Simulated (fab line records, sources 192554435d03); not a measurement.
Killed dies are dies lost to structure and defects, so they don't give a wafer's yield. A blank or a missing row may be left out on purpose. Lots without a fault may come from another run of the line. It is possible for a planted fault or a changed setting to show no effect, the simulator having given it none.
Code-filled problem report in 8D (eight disciplines) form || flow n5_finfet || the parts of the form that need people (team, actions taken, sign-off) are left out

1. WHAT IS WRONG
At N5_FIN_SAQP_INSPECT_40, raw_defect_count averages 814 over 2 wafers from 2 lots, while fault-free wafers read 223, standard deviation 70. That puts it +8.4 standard deviations away from the usual mean.
The step: inspects for defects (brightfield).
Seen first at day 4 14:59 on defect_inspect-01, wafer L231.2. At this step, 21 wafers from 7 lots have a number in the record. By rule, "out" or "out of limits" means more than 4 standard deviations away from the usual mean. The other wafers with a number count as sound.

2. WHAT IT IS AND WHAT IT IS NOT
{"question": "which readings at this step", "is": "raw_defect_count", "is not": "-"}
{"question": "which lots", "is": "L231, L232", "is not": "L227, L229, L242, L243, L244"}
{"question": "which wafers of those lots", "is": "L231.2, L232.6", "is not": "L231.1, L231.6, L232.3, L232.5"}
{"question": "read on which gauges", "is": "defect_inspect-01, defect_inspect-02", "is not": "-"}
{"question": "when", "is": "from day 4 14:59", "is not": "up to then (8 sound wafers); but 11 sound wafers of L232, L242, L243, L244 came after"}

3. SUSPECTS, AND WHAT RULES EACH OUT
Counting: a tool at a process step up to the reading stays a suspect if it ran every lot that is out. Sound lots after the first of them don't rule it out here, since some wafers of a struck lot are sound.
- the gauge at N5_FIN_SAQP_INSPECT_40 is ruled out. Those wafers that are out were read across 2 gauges (defect_inspect-01, defect_inspect-02).
- rie_diel-04 at N5_FIN_SAQP_STRIP_70 (strips in N2/H2): kept. Ran every lot that is out, first one L231 (day 4 13:07); last sound lot up to then L227 (day 3 13:32).
- rie_si-06 at N5_FIN_SAQP_ETCH_64 (etches SiO2 in CF4, target depth 1.5 nm): kept. Ran every lot that is out, first one L231 (day 4 14:43); last sound lot up to then L229 (day 4 03:10).
- At N5_FIN_SAQP_ETCH_64, inside rie_si-06: chamber 2 took the wafers that are out, while their sound lot-mates went through chambers 0, 1, 3.
What counting leaves: rie_diel-04 at N5_FIN_SAQP_STRIP_70 and rie_si-06 at N5_FIN_SAQP_ETCH_64.

4. THE CAUSE (what the simulator had put in)
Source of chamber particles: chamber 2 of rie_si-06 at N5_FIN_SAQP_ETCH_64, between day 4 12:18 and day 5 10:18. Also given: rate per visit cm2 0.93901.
Counting leaves 2 suspects; this tool is one of them.

5. THE EFFECT CHAIN, in route order
One row per reading whose mean, taken over the struck wafers that have a number, lies over 3 standard deviations from the usual. Readings are gone through only where the record gives a usual standard deviation; hours: the median, over the lots, of the time from a lot's start at the first step in this table giving one to that lot's start at this step; sigmas: the change measured in usual standard deviations.
{"hours": 0, "step": "N5_FIN_SAQP_INSPECT_40", "reading": "raw_defect_count", "usual": 223, "on struck wafers": 814, "change": "+590", "sigmas": "+8.4"}
{"hours": 0, "step": "N5_FIN_CUT_INSPECT_10", "reading": "raw_defect_count", "usual": 42, "on struck wafers": 650, "change": "+608", "sigmas": "+55"}
{"hours": 1, "step": "N5_FIN_CUT_INSPECT_17", "reading": "raw_defect_count", "usual": 228, "on struck wafers": 816, "change": "+588", "sigmas": "+8.5"}
{"hours": 257, "step": "N5_PASSIVATION_PROBE_49", "reading": "defect_limited_yield", "usual": "91.3 %", "on struck wafers": 82.3, "change": -9.0, "sigmas": -6.4}
{"hours": 257, "step": "N5_PASSIVATION_PROBE_49", "reading": "killed_at_front_end", "usual": 40, "on struck wafers": 159, "change": "+119", "sigmas": "+11"}
{"hours": 257, "step": "N5_PASSIVATION_PROBE_49", "reading": "killed_dies", "usual": 103, "on struck wafers": 209, "change": "+106", "sigmas": "+6.6"}
{"hours": 257, "step": "N5_PASSIVATION_PROBE_49", "reading": "sort_bin_5_function", "usual": "5.1 %", "on struck wafers": 11.1, "change": "+6.0", "sigmas": "+6.3"}
{"hours": 257, "step": "N5_PASSIVATION_PROBE_49", "reading": "sort_n_pass", "usual": 1077, "on struck wafers": 971, "change": -106, "sigmas": -6.6}
{"hours": 257, "step": "N5_PASSIVATION_PROBE_49", "reading": "sort_yield_pct", "usual": "91.3 %", "on struck wafers": 82.3, "change": -9.0, "sigmas": -6.4}
Its process steps:
- N5_PASSIVATION_PROBE_49
At these later measuring or inspecting steps, every struck wafer for which the step has a row has a number for every such reading, and none has moved that far: N5_BEOL_M4_RC_MEAS_101.

6. WHAT WOULD HAVE CAUGHT IT SOONER
In this record the first reading out of limits at a measuring or inspecting step was taken at day 4 14:59, 3 hours after the fault began at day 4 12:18.
An alarm limit of 4 standard deviations would not have fired on the tool readings at N5_FIN_SAQP_ETCH_64 for which the record gives a usual standard deviation, since none of them was out on any struck wafer.
Of the lots that are out (2), L232 began N5_FIN_SAQP_ETCH_64 on rie_si-06 after day 4 14:59. Putting the tool on hold at that point would have spared it.
